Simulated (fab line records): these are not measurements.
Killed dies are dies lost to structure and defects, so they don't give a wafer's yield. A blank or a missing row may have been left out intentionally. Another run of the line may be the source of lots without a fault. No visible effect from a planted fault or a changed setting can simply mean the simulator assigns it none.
Which tool is to blame? :: flow nand harc :: 7 lots, 20 wafers sampled, at 5 steps of a route of 1302

== WHAT EACH GAUGE READ, for each wafer ==
NHARC_A_ONON_D2_THK_MEAS_05: measures by ellipsometry.
lot: L529
measured: day 13 15:36
on: film metro-01
thk nm (nm): 986 986 985

lot: L532
measured: day 14 10:29
on: film metro-02
thk nm (nm): 1009 1010 1010

lot: L534
measured: day 15 14:32
on: film metro-02
thk nm (nm): 1014 1012 1012

lot: L537
measured: day 16 13:31
on: film metro-02
thk nm (nm): 996 996 997

lot: L541
measured: day 18 14:28
on: film metro-01
thk nm (nm): 988 989 991

lot: L545
measured: day 20 01:10
on: film metro-01
thk nm (nm): 1553 1000

lot: L549
measured: day 22 03:23
on: film metro-02
thk nm (nm): 1021 1019 1019

== WHICH TOOL RAN EACH LOT (tool, then ch and the chambers of the sampled wafers, then the start) ==
lot: L529
NHARC_A_CHANNEL_FILL_D1_STRIP_28: rie diel-07 ch 1,3, day 11 01:22
NHARC_A_CHANNEL_FILL_D1_ALD_25: ald hk-01 ch 2,3, day 11 14:31
NHARC_A_CHANNEL_FILL_D1_STRIP_29: rie diel-09 ch 0,2, day 13 15:09 or earlier
NHARC_A_ONON_D2_DEP_03: pecvd onon-01 ch 0, day 13 15:09

lot: L532
NHARC_A_CHANNEL_FILL_D1_STRIP_28: rie diel-09 ch 0,1,2, day 11 20:00
NHARC_A_CHANNEL_FILL_D1_ALD_25: ald hk-03 ch 1,2, day 12 13:29
NHARC_A_CHANNEL_FILL_D1_STRIP_29: rie diel-07 ch 0,1,3, day 14 09:59 or earlier
NHARC_A_ONON_D2_DEP_03: pecvd onon-02 ch 0, day 14 09:59

lot: L534
NHARC_A_CHANNEL_FILL_D1_STRIP_28: rie diel-05 ch 1,2,3, day 13 04:46
NHARC_A_CHANNEL_FILL_D1_ALD_25: ald hk-02 ch 0,2,3, day 13 17:07
NHARC_A_CHANNEL_FILL_D1_STRIP_29: rie diel-09 ch 1,3, day 15 14:02 or earlier
NHARC_A_ONON_D2_DEP_03: pecvd onon-03 ch 0, day 15 14:02

lot: L537
NHARC_A_CHANNEL_FILL_D1_STRIP_28: rie diel-09 ch 1,2,3, day 14 01:02
NHARC_A_CHANNEL_FILL_D1_ALD_25: ald hk-03 ch 0,1,3, day 14 14:38
NHARC_A_CHANNEL_FILL_D1_STRIP_29: rie diel-07 ch 0,1,3, day 16 13:01 or earlier
NHARC_A_ONON_D2_DEP_03: pecvd onon-01 ch 0, day 16 13:01

lot: L541
NHARC_A_CHANNEL_FILL_D1_STRIP_28: rie diel-05 ch 1,2,3, day 16 05:09
NHARC_A_CHANNEL_FILL_D1_ALD_25: ald hk-02 ch 0,3, day 16 17:11
NHARC_A_CHANNEL_FILL_D1_STRIP_29: rie diel-07 ch 0,1,2, day 18 14:04 or earlier
NHARC_A_ONON_D2_DEP_03: pecvd onon-02 ch 0, day 18 14:04

lot: L545
NHARC_A_CHANNEL_FILL_D1_STRIP_28: rie diel-09 ch 0,2, day 17 13:43
NHARC_A_CHANNEL_FILL_D1_ALD_25: ald hk-03 ch 0,2, day 18 02:00
NHARC_A_CHANNEL_FILL_D1_STRIP_29: rie diel-09 ch 2,3, day 20 00:46 or earlier
NHARC_A_ONON_D2_DEP_03: pecvd onon-03 ch 0, day 20 00:46

lot: L549
NHARC_A_CHANNEL_FILL_D1_STRIP_28: rie diel-09 ch 1,2,3, day 19 09:17
NHARC_A_CHANNEL_FILL_D1_ALD_25: ald hk-02 ch 0,2,3, day 19 21:01
NHARC_A_CHANNEL_FILL_D1_STRIP_29: rie diel-05 ch 1,2,3, day 22 02:53 or earlier
NHARC_A_ONON_D2_DEP_03: pecvd onon-01 ch 0, day 22 02:53
- NHARC_A_CHANNEL_FILL_D1_STRIP_28: strips in O2, time 20 s.
- NHARC_A_CHANNEL_FILL_D1_ALD_25: deposits SiOx, target thk 60 nm, pulse time 10 s, ald cycles 600.
- NHARC_A_CHANNEL_FILL_D1_STRIP_29: strips in O2, time 20 s.
- NHARC_A_ONON_D2_DEP_03: target thk 1000 nm.

== THE ANSWER, worked out from the rows above alone ==
Rule: what is usual is taken from the lots themselves. The widest of any qualifying gaps counts: lots, ordered by their means at a reading, are off when they make up no more than a third of the lots, leave a main group of 4 or more, and stand apart from it by 3 or more times the standard deviation of that group's means. If all means in a main group match to the digits the tables above print for the reading, that group is not used. Also off: a lot with no number at a reading for which 4 or more lots have one. Any other lot the step has rows for is counted as sound.
Off at NHARC_A_ONON_D2_THK_MEAS_05 (thk nm): L545. The main group has a mean of 1002 nm with a standard deviation of 13.
If a tool, at a process step before that reading, ran all the lots that are off and no sound lot after the first of them, it fits. The gauges at NHARC_A_ONON_D2_THK_MEAS_05 are tried like those tools. NHARC_A_CHANNEL_FILL_D1_STRIP_29: start missing for some lots; hours and lot order therefore follow NHARC_A_ONON_D2_DEP_03. Can't be told from this: 4 tools fit, ald hk-03 at NHARC_A_CHANNEL_FILL_D1_ALD_25, rie diel-09 at NHARC_A_CHANNEL_FILL_D1_STRIP_29, pecvd onon-03 at NHARC_A_ONON_D2_DEP_03, film metro-01 at NHARC_A_ONON_D2_THK_MEAS_05.

== WHAT HAD BEEN PUT IN BY THE SIMULATOR ==
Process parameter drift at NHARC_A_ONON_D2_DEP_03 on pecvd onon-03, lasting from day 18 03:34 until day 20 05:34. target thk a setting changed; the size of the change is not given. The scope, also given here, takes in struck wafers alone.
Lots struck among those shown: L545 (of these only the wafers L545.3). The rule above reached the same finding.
